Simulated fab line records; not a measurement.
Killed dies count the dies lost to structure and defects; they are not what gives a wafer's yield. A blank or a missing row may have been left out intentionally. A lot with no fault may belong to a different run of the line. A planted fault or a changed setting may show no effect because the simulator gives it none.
Matching of chambers ; flow n5Finfet ; N5_BEOL_M0_CO_CAP_123 on cvdCo-01: 3 sister chambers
The step material Co, precursor CCTBA/H2, target thk 2 nm, time 102.1 s. 6 wafers are shown with their chamber, then 12 later ones without.

WAFERS PAIRED WITH THEIR CHAMBERS
wafer;chamber;heaterPowerW (W)
L080.4;2;224
L086.4;1;241
L086.6;0;241
L087.1;0;241
L087.3;2;224
L087.5;1;243

WAFERS WITH NO CHAMBER GIVEN
wafer;heaterPowerW (W)
L088.1;236
L088.2;231
L088.4;223
L090.2;228
L090.3;241
L090.4;247
L091.3;241
L091.4;246
L091.6;225
L095.1;228
L095.4;241
L095.5;226

THE CHAMBER EACH PASSED THROUGH
wafer;from the rows above;in truth
L088.1;can't be placed: 0 or 1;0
L088.2;2;2
L088.4;2;2
L090.2;2;2
L090.3;can't be placed: 0 or 1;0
L090.4;can't be placed: 1 or 0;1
L091.3;can't be placed: 0 or 1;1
L091.4;can't be placed: 1 or 0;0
L091.6;2;2
L095.1;2;2
L095.4;can't be placed: 0 or 1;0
L095.5;2;2
Placed correctly: 6 of 12. Unplaceable from these rows: 6, with the true chamber sitting among the candidates in 6. Number placed wrongly: 0.
How it was worked out, from the rows above alone: a wafer's distance from a chamber is the root of the sum, over the readings, of the square of ((its reading less the chamber's mean) divided by the reading's scatter). If the next closest chamber is less than 2 further off than the closest, the wafer can't be placed; otherwise it belongs to the closest. A chamber's mean is the mean of its shown wafers. The scatter: the root of (the sum of the squares of (reading less its chamber's mean) over the shown wafers, divided by (wafers less chambers)).
